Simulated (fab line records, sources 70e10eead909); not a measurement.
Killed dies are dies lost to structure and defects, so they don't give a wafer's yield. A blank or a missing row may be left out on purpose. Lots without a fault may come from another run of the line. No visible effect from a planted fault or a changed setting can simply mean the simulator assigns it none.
Problem report in the 8D (eight disciplines) form, filled by code / flow nand-harc / the parts of the form that need people (team, actions taken, sign-off) are left out

## 1. WHAT WENT WRONG
At NHARC_P_M2_ETCH_28, oes-product-au averages 0.834 a.u. over 4 wafers from 2 lots, while fault-free wafers read 1.003 a.u., standard deviation 0.018. That is -9.4 standard deviations from the usual mean.
The step: etches the open film in CF4/N2, target depth 30 nm, time 72.99 s.
First observed at day 7 06:31: wafer L413.5, on rie-diel-11. Wafers with a number at this step in the record: 42, from 14 lots. The rule behind "out" and "out of limits": a value lying over 4 standard deviations away from the usual mean. Any other wafer with a number is counted as sound.

## 2. WHAT IT IS; WHAT IT IS NOT
question=which readings at this step | is=oes-product-au | is not=cf4-flow-sccm, drypump-motor-current-A, rf-vpp-V, showerhead-plenum-p-Torr, throttle-valve-pct
question=which lots | is=L413, L415 | is not=L410, L411, L412, L414, L424, L426, L428, L429, L430, L431, L432, L433
question=which wafers of those lots | is=L413.5, L413.6, L415.5, L415.6 | is not=L413.3, L415.4
question=read on which tools | is=rie-diel-11 | is not=rie-diel-12
question=when | is=from day 7 06:31 | is not=up to then (13 sound wafers); but 25 sound wafers of L415, L424, L426, L428, L429, L430, L431, L432, L433 came after

## 3. THE SUSPECTS, EACH WITH WHAT RULES IT OUT
Counting: if a tool at a process step up to the reading ran every lot that is out, it stays a suspect. Sound lots after the first of them don't rule it out here, since some wafers of a struck lot are sound.
- rie-diel-11 at NHARC_P_M2_DESCUM_14 (chemistry O2, time 3 s): kept. Ran every lot that is out, first one L413 (day 7 05:54); last sound lot up to then L414 (day 7 04:59).
- rie-diel-11 at NHARC_P_M2_ETCH_28 (etches the open film in CF4/N2, target depth 30 nm, time 72.99 s): kept. Ran every lot that is out, first one L413 (day 7 06:31); last sound lot up to then L412 (day 7 02:20). On those wafers its own readings are out: oes-product-au.
What counting leaves: rie-diel-11 at NHARC_P_M2_DESCUM_14 and rie-diel-11 at NHARC_P_M2_ETCH_28.

## 4. THE CAUSE (what the simulator had put in)
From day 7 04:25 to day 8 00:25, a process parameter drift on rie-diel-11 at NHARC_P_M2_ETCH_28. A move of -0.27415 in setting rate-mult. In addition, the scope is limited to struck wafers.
Counting left 2 suspects, and this tool is among them.

## 5. SEQUENCE OF EFFECTS, ordered by route
Each row: a reading where the mean over the struck wafers with a number is more than 3 standard deviations away from the usual. Scope: only readings with a usual standard deviation given in the record; hours: median across lots of the time from each lot's start at the first step in this table that gives one to its start at this step; sigmas: change in usual standard deviations.
hours=0; step=NHARC_P_M2_ETCH_28; reading=oes-product-au; usual=1.003 a.u.; on struck wafers=0.834; change=-0.169; sigmas=-9.4
Here are the process steps it includes:
- NHARC_P_M2_ETCH_28: etches the open film in CF4/N2, target depth 30 nm, time 72.99 s.

## 6. WHAT WOULD HAVE CAUGHT IT SOONER
In this record the first reading out of limits was taken at day 7 06:31, 2 hours after the fault began at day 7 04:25.
